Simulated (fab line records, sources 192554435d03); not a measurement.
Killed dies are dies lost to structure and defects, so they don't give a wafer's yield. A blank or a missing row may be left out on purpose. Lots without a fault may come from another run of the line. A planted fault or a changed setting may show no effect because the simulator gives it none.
Chamber matching | flow n5_finfet | N5_BEOL_M2_PRE_CLEAN_60 on cvd_co-02: 3 sister chambers
The step time 15 s. 6 wafers are shown with their chamber, then 12 later ones without.

WAFERS WITH THEIR CHAMBER
wafer  | chamber | heater_power_w (W)
L087.1 | 1       | 120
L087.2 | 0       | 70
L087.3 | 2       | 116
L091.1 | 0       | 70
L091.2 | 1       | 116
L091.3 | 2       | 114

WAFERS WITHOUT THEIR CHAMBER
wafer  | heater_power_w (W)
L093.1 | 119
L093.5 | 68
L093.6 | 119
L092.2 | 116
L092.4 | 68
L092.5 | 117
L096.1 | 69
L096.2 | 118
L096.3 | 119
L096.4 | 71
L096.5 | 118
L096.6 | 119

WHICH CHAMBER EACH WENT THROUGH
wafer  | from the rows above     | in truth
L093.1 | can't be placed: 1 or 2 | 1
L093.5 | 0                       | 0
L093.6 | can't be placed: 1 or 2 | 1
L092.2 | can't be placed: 2 or 1 | 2
L092.4 | 0                       | 0
L092.5 | can't be placed: 1 or 2 | 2
L096.1 | 0                       | 0
L096.2 | can't be placed: 1 or 2 | 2
L096.3 | can't be placed: 1 or 2 | 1
L096.4 | 0                       | 0
L096.5 | can't be placed: 1 or 2 | 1
L096.6 | can't be placed: 1 or 2 | 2
Placed correctly: 4 of 12. Can't be placed from these rows: 8 (the true chamber is among the candidates in 8). Placed wrongly: 0.
How it was worked out, from the rows above alone: a wafer's distance from a chamber is the root of the sum, over the readings, of the square of ((its reading less the chamber's mean) divided by the reading's scatter). The wafer belongs to the nearest chamber; if the next one is less than 2 further off, it can't be placed. A chamber's mean is the mean of its shown wafers. The scatter: the root of (the sum of the squares of (reading less its chamber's mean) over the shown wafers, divided by (wafers less chambers)).
